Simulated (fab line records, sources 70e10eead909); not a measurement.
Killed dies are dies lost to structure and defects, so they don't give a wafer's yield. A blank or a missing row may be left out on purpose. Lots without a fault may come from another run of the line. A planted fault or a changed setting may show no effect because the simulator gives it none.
Which tool did it? | flow nand_harc | 11 lots, 33 wafers sampled, at 7 steps of a route of 1302

WHAT THE GAUGES READ, wafer by wafer
NHARC_A_M0_INSPECT_11. Usual: raw_defect_count 85, standard deviation 35.
lot  | measured     | on                | raw_defect_count | flag
L253 | day 22 12:24 | defect_inspect-02 | 85 75 70         |
L255 | day 23 03:59 | defect_inspect-02 | 42 58 62         |
L258 | day 24 10:04 | defect_inspect-02 | 22 24 17         |
L257 | day 24 14:04 | defect_inspect-02 | 104 113 104      |
L261 | day 25 11:29 | defect_inspect-02 | 31 29 25         |
L260 | day 25 15:38 | defect_inspect-02 | 125 114 127      |
L263 | day 26 17:28 | defect_inspect-01 | 42 47 38         |
L262 | day 26 22:20 | defect_inspect-02 | 127 129 129      |
L264 | day 27 00:49 | defect_inspect-02 | 69 78 77         |
L273 | day 30 17:55 | defect_inspect-01 | 82 71 76         |
L275 | day 31 16:40 | defect_inspect-02 | 119 120 119      |

NHARC_A_M0_INSPECT_27. Usual: raw_defect_count 550, standard deviation 120.
lot  | measured     | on                | raw_defect_count | flag
L253 | day 22 15:02 | defect_inspect-02 | 580 1000 711     |
L255 | day 23 06:31 | defect_inspect-02 | 308 406 797      |
L258 | day 24 12:37 | defect_inspect-01 | 721 707 570      |
L257 | day 24 16:47 | defect_inspect-01 | 456 649 633      |
L261 | day 25 14:01 | defect_inspect-01 | 475 449 443      |
L260 | day 25 18:12 | defect_inspect-01 | 483 455 550      |
L263 | day 26 20:02 | defect_inspect-01 | 466 598 472      |
L262 | day 27 00:53 | defect_inspect-02 | 565 667 684      |
L264 | day 27 03:22 | defect_inspect-02 | 428 753 582      |
L273 | day 30 20:28 | defect_inspect-02 | 452 1002 1132    |
L275 | day 31 19:14 | defect_inspect-02 | 663 722 504      |

NHARC_A_M1_INSPECT_11. Usual: raw_defect_count 85, standard deviation 35.
lot  | measured     | on                | raw_defect_count | flag
L253 | day 22 16:34 | defect_inspect-01 | 89 73 67         |
L255 | day 23 08:02 | defect_inspect-01 | 43 50 66         |
L258 | day 24 14:01 | defect_inspect-01 | 23 23 20         |
L257 | day 24 18:15 | defect_inspect-01 | 106 115 101      |
L261 | day 25 15:56 | defect_inspect-02 | 31 28 23         |
L260 | day 25 19:41 | defect_inspect-02 | 128 112 123      |
L263 | day 26 21:34 | defect_inspect-02 | 43 46 35         |
L262 | day 27 02:24 | defect_inspect-01 | 118 131 131      |
L264 | day 27 04:53 | defect_inspect-01 | 68 82 74         |
L273 | day 30 21:52 | defect_inspect-02 | 80 716 689       | OFF
L275 | day 31 21:04 | defect_inspect-02 | 124 119 122      |

NHARC_END_SORT_01. Usual: defect_limited_yield 91.2 %, standard deviation 2.6; killed_at_array 55, standard deviation 17; killed_at_other 0.9, standard deviation 1.2; killed_at_periphery 3.7, standard deviation 2.5; killed_dies 59, standard deviation 18; killed_open 3.4, standard deviation 1.9; killed_short 2.6, standard deviation 1.6; sort_bin_2_pct 3.1 %, standard deviation 1.2; sort_bin_3_pct 0.7 %, standard deviation 0.4; sort_bin_4_pct 4.9 %, standard deviation 1.4; sort_n_pass 618, standard deviation 18; sort_rim_yield_pct 93 %, standard deviation 3.7; sort_yield_pct 91.2 %, standard deviation 2.6.
lot  | measured     | on        | defect_limited_yield (%) | killed_at_array | killed_at_other | killed_at_periphery | killed_dies | killed_open | killed_short | sort_bin_2_pct (%) | sort_bin_3_pct (%) | sort_bin_4_pct (%) | sort_n_pass | sort_rim_yield_pct (%) | sort_yield_pct (%) | flag
L260 | day 27 16:14 | prober-01 | 88.5 88.0 88.6           | 75 81 75        | 1 0 0           | 2 0 2               | 78 81 77    | 2 2 2       | 1 3 2        | 4.6 4.3 4.4        | 1.0 0.9 1.0        | 5.9 6.8 5.9        | 599 596 600 | 97 98 89               | 88.5 88.0 88.6     |
L263 | day 28 17:29 | prober-02 | 94.4 94.5 95.3           | 37 30 29        | 0 2 0           | 1 5 3               | 38 37 32    | 2 4 3       | 3 4 1        | 1.9 2.1 1.3        | 0.4 0.1 0.4        | 3.2 3.2 3.0        | 639 640 645 | 96 93 89               | 94.4 94.5 95.3     |
L264 | day 29 02:49 | prober-01 | 90.5 89.8                | 58 57           | 0 0             | 6 12                | 64 69       | 3 1         | 2 2          | 3.0 2.5            | 0.4 1.0            | 6.1 6.6            | 613 608     | 96 94                  | 90.5 89.8          |
L273 | day 32 08:37 | prober-01 | 90.3 38.1 40.6           | 60 416 401      | 0 0 0           | 6 3 1               | 66 419 402  | 4 1 2       | 1 1 1        | 4.0 23.6 22.5      | 0.7 5.8 7.1        | 5.0 32.5 29.8      | 611 258 275 | 94 48 38               | 90.3 38.1 40.6     | OFF

WHICH TOOL RAN EACH LOT (tool, then ch and the chambers of the sampled wafers, then the start)
lot  | NHARC_A_BLC_DEGAS_30         | NHARC_A_M0_DESCUM_14               | NHARC_A_M0_CMP_23
L253 | pvd_sputter-01, day 22 09:49 | rie_diel-08 ch 2,3, day 22 12:28   | cmp-04 ch 0,1,2, day 22 14:38
L255 | pvd_sputter-02, day 23 01:35 | rie_diel-08 ch 0,1, day 23 04:03   | cmp-03 ch 0,1, day 23 06:03
L258 | pvd_sputter-03, day 24 07:40 | rie_diel-04 ch 1,2,3, day 24 10:09 | cmp-04 ch 0,1, day 24 12:08
L257 | pvd_sputter-03, day 24 11:40 | rie_diel-10 ch 1,2, day 24 14:08   | cmp-02 ch 0,1,2, day 24 16:23
L261 | pvd_sputter-02, day 25 09:04 | rie_diel-08 ch 0,2,3, day 25 11:33 | cmp-02 ch 2,3, day 25 13:33
L260 | pvd_sputter-03, day 25 13:04 | rie_diel-10 ch 1,3, day 25 15:42   | cmp-02 ch 0,1, day 25 17:42
L263 | pvd_sputter-02, day 26 15:11 | rie_diel-10 ch 0,1,2, day 26 17:31 | cmp-03 ch 0,1,2, day 26 19:34
L262 | pvd_sputter-03, day 26 19:55 | rie_diel-08 ch 0,2, day 26 22:23   | cmp-04 ch 1,3, day 27 00:26
L264 | pvd_sputter-03, day 26 22:26 | rie_diel-10 ch 1,3, day 27 00:53   | cmp-03 ch 1,2,3, day 27 02:55
L273 | pvd_sputter-01, day 30 15:32 | rie_diel-08 ch 0,2, day 30 17:59   | cmp-03 ch 0,1, day 30 20:00
L275 | pvd_sputter-02, day 31 14:16 | rie_diel-10 ch 0,1,3, day 31 16:46 | cmp-02 ch 1,2, day 31 18:47
- NHARC_A_BLC_DEGAS_30: time 60 s.
- NHARC_A_M0_DESCUM_14: chemistry O2, time 3 s.
- NHARC_A_M0_CMP_23: polishes, t overpolish 20 s, target thk 113.75 nm.

WHAT THE TOOLS THEMSELVES READ (means of the sampled wafers that have a number; where no wafer has one, the mark that the record gives instead)
NHARC_A_BLC_DEGAS_30. Usual: heater_power_w 467 W, standard deviation 47.
lot  | tool           | heater_power_w (W) | flag
L253 | pvd_sputter-01 | 470                |
L255 | pvd_sputter-02 | 479                |
L258 | pvd_sputter-03 | 502                |
L257 | pvd_sputter-03 | 492                |
L261 | pvd_sputter-02 | 471                |
L260 | pvd_sputter-03 | 464                |
L263 | pvd_sputter-02 | 489                |
L262 | pvd_sputter-03 | 474                |
L264 | pvd_sputter-03 | 470                |
L273 | pvd_sputter-01 | 490                |
L275 | pvd_sputter-02 | 412                |

NHARC_A_M0_DESCUM_14. Usual: chamber_pressure_mTorr 60.00 mTorr, standard deviation 0.048; drypump_motor_current_A 5.8 A, standard deviation 0.37; oes_product_au 0.997 a.u., standard deviation 0.013; rf_vpp_V 57.5 V, standard deviation 0.8; showerhead_plenum_p_Torr 1.87 Torr, standard deviation 0.059; throttle_valve_pct 11.310 %, standard deviation 0.0091.
lot  | tool        | chamber_pressure_mTorr (mTorr) | drypump_motor_current_A (A) | oes_product_au (a.u.) | rf_vpp_V (V) | showerhead_plenum_p_Torr (Torr) | throttle_valve_pct (%) | flag
L253 | rie_diel-08 | 59.99                          | 5.7                         | 0.988                 | 57.4         | 1.84                            | 11.314                 |
L255 | rie_diel-08 | 60.04                          | 5.9                         | 0.993                 | 57.5         | 1.87                            | 11.312                 |
L258 | rie_diel-04 | 59.98                          | 5.6                         | 1.006                 | 57.7         | 1.92                            | 11.321                 |
L257 | rie_diel-10 | 60.03                          | 5.3                         | 0.979                 | 58.6         | 1.85                            | 11.310                 |
L261 | rie_diel-08 | 60.01                          | 5.9                         | 0.998                 | 57.0         | 1.84                            | 11.317                 |
L260 | rie_diel-10 | 59.97                          | 6.1                         | 0.999                 | 58.0         | 1.90                            | 11.307                 |
L263 | rie_diel-10 | 59.98                          | 5.6                         | 1.000                 | 57.1         | 1.87                            | 11.322                 |
L262 | rie_diel-08 | 60.02                          | 6.1                         | 0.988                 | 57.3         | 1.82                            | 11.306                 |
L264 | rie_diel-10 | 60.07                          | 6.1                         | 1.010                 | 56.5         | 1.90                            | 11.305                 |
L273 | rie_diel-08 | 60.01                          | 6.0                         | 0.991                 | 57.9         | 1.83                            | 11.314                 |
L275 | rie_diel-10 | 59.99                          | 5.9                         | 1.008                 | 56.9         | 1.90                            | 11.311                 |

NHARC_A_M0_CMP_23. Usual: motor_current_A 12.1 A, standard deviation 1.2; time_to_endpoint_s 30 s, standard deviation 3.5.
lot  | tool   | motor_current_A (A) | time_to_endpoint_s (s) | flag
L253 | cmp-04 | 11.0                | 29                     |
L255 | cmp-03 | 13.5                | 28                     |
L258 | cmp-04 | 10.9                | 29                     |
L257 | cmp-02 | 12.3                | 32                     |
L261 | cmp-02 | 11.8                | 31                     |
L260 | cmp-02 | 12.6                | 28                     |
L263 | cmp-03 | 13.1                | 30                     |
L262 | cmp-04 | 11.1                | 26                     |
L264 | cmp-03 | 12.7                | 33                     |
L273 | cmp-03 | 13.4                | 30                     |
L275 | cmp-02 | 12.6                | 29                     |

THE ANSWER, worked out from the rows above alone
Rule: a lot is off if the mean of its wafers that have a number lies more than 3 standard deviations from the usual mean. A lot without any number at a reading at which 4 lots or more have one is off too. The other lots that the step has rows for count as sound. The gauges are gone through in route order, then the tools' own readings, and for those a lot's mean is taken as printed above. The first step at which some lot is off is used, and at that step the reading that is off furthest; a lot without a number counts as furthest.
Off: L273, at NHARC_A_M1_INSPECT_11 (raw_defect_count).
A tool fits if, at a process step before that reading, it ran every lot that is off, and no sound lot after the first of them. The gauges at NHARC_A_M1_INSPECT_11 aren't tried: what is off there is off at NHARC_END_SORT_01 too, on other tools, and a gauge's error can't cause that. Can't be told from this: 3 tools fit, pvd_sputter-01 at NHARC_A_BLC_DEGAS_30, rie_diel-08 at NHARC_A_M0_DESCUM_14, cmp-03 at NHARC_A_M0_CMP_23.

WHAT THE SIMULATOR HAD PUT IN
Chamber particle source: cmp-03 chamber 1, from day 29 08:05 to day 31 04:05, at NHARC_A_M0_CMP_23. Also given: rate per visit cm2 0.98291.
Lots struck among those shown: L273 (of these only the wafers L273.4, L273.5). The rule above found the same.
